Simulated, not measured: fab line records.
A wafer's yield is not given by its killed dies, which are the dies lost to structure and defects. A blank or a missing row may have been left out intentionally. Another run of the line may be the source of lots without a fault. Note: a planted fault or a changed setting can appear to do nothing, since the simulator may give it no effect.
Split-lot study	flow n5-finfet	21 wafers read from 7 lots, route of 1938 steps

SPLIT DETAILS
At N5_PASSIVATION_ETCH_54 (etches SiO2 in CHF3/O2, target depth 880 nm, time 440 s), the setting time-s was moved away from the recipe's 440 s on 10 of the 21 wafers read, by -8.5% to +19.8%. This setting was run at the recipe's value on the other wafers.

The split's own step is where the reading is taken.

THE READING
PASSIVATION.feature-depth-nm (the simulator's own value, which no gauge read), in nm, at N5_PASSIVATION_ETCH_54 (etches SiO2 in CHF3/O2, target depth 880 nm, time 440 s). There is no usual value for it anywhere in the file. The 11 wafers here that ran the recipe average 882.5 nm, standard deviation 10 nm.

wafer	tool, chamber at the split	time-s as run, s	against the recipe	PASSIVATION.feature-depth-nm, nm	against lot-mates on the recipe
L074.2	rie-diel-02, 1	440	recipe	876	-
L074.3	rie-diel-02, 3	440	recipe	889.8	-
L074.5	rie-diel-02, 0	440	recipe	872.4	-
L081.3	rie-diel-05, 0	440	recipe	869.8	-
L081.4	rie-diel-05, 3	526.8	+19.7%	1028	+158.2
L081.5	rie-diel-05, 2	526.8	+19.7%	1083	+213.2
L084.1	rie-diel-04, 2	515.1	+17.1%	1053	no lot-mate on the recipe
L084.4	rie-diel-04, 1	515.1	+17.1%	1031	no lot-mate on the recipe
L084.6	rie-diel-04, 0	515.1	+17.1%	1048	no lot-mate on the recipe
L092.1	rie-diel-05, 2	440	recipe	890.8	-
L092.3	rie-diel-05, 0	440	recipe	868.4	-
L092.4	rie-diel-05, 2	440	recipe	899.2	-
L088.2	rie-diel-05, 1	402.7	-8.5%	808.6	-65.4
L088.5	rie-diel-05, 2	402.7	-8.5%	821.8	-52.2
L088.6	rie-diel-05, 0	440	recipe	874	-
L089.2	rie-diel-05, 2	440	recipe	894.6	-
L089.5	rie-diel-05, 2	440	recipe	891.4	-
L089.6	rie-diel-05, 1	522.7	+18.8%	1049	+156.0
L093.1	rie-diel-02, 3	440	recipe	881.6	-
L093.5	rie-diel-02, 1	527.3	+19.8%	1077	+195.4
L093.6	rie-diel-02, 0	527.3	+19.8%	1041	+159.4

FIT RESULTS
A straight line over all 21 wafers: PASSIVATION.feature-depth-nm changes by +8.89 nm for each +1% of time-s; r = +0.99; the points scatter about the line by 15 nm.
The same after taking each lot's own level away (the mean of its wafers on the recipe; 18 wafers): +8.75 nm for each +1%; r = +0.99; scatter 15 nm.
The reading moves by 1.7e+02 nm for the largest change in time-s, on that fit.
From 869.80 to 893.00 nm: that is the span of the lots' own levels, equal to 2.2 times the standard deviation above.
Consequently the slope shifts little with the lot-to-lot level, the two slopes agreeing.
Check: +172 nm against its lot-mates is what the line predicts for one of the wafers moved furthest among these (+19.8%) when that wafer is left out of the fit. Against them it came out at +195 nm.

THE WHOLE CHAIN: every reading that the file lists as answering this split, in the file's order
step	what it does	reading	change (the file's fit)	r (the file's)
N5_PASSIVATION_ETCH_54	etches SiO2 in CHF3/O2, target depth 880 nm, time 440 s	etch.depth-nm (the simulator's own value, which no gauge read)	+8.79 nm for each +1% of the setting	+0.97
N5_PASSIVATION_ETCH_54	etches SiO2 in CHF3/O2, target depth 880 nm, time 440 s	PASSIVATION.feature-depth-nm (the simulator's own value, which no gauge read)	+8.79 nm for each +1% of the setting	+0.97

THE FILE'S OWN FIT
PASSIVATION.feature-depth-nm changes by +8.79 nm for each +1% of time-s, r = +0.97.
